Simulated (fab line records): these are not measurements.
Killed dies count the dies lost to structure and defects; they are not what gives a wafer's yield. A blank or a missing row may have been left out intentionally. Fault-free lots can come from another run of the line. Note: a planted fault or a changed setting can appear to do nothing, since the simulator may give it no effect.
Matching of chambers	flow n5-finfet	ald-sin-01 running N5_SDB_ALD_29: 4 sister chambers
The step deposits SiNx, target thk 30 nm, pulse time 1 s, ald cycles 600. 4 wafers are shown with their chamber, then 9 later ones without.

WAFERS PAIRED WITH THEIR CHAMBERS
wafer	chamber	heater-power-w (W)
L082.5	1	837
L082.6	0	751
L085.3	3	986
L085.5	2	741

WAFERS WITHOUT THEIR CHAMBER
wafer	heater-power-w (W)
L089.1	958
L089.2	756
L089.6	764
L092.1	843
L092.3	769
L092.4	748
L096.1	987
L096.5	960
L096.6	743

WHICH CHAMBER EACH ONE RAN IN
wafer	from the rows above	in truth
L089.1	3	3
L089.2	can't be placed: 0 or 2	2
L089.6	can't be placed: 0 or 2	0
L092.1	1	1
L092.3	can't be placed: 0 or 2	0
L092.4	can't be placed: 0 or 2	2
L096.1	3	3
L096.5	3	3
L096.6	can't be placed: 2 or 0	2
Correct placement for 4 of the 9. Cannot be placed on the basis of these rows: 5; the candidates contain the true chamber in 5. Placed wrongly: 0.
How it was worked out, from the rows above alone: a wafer's distance from a chamber is the root of the sum, over the readings, of the square of ((its reading less the chamber's mean) divided by the reading's scatter). If the next closest chamber is less than 2 further off than the closest, the wafer can't be placed; otherwise it belongs to the closest. A chamber's mean is the mean of its shown wafers. The scatter: with one shown wafer a chamber, the root of the mean of the squares of how far each hidden wafer lies from its nearest shown one.
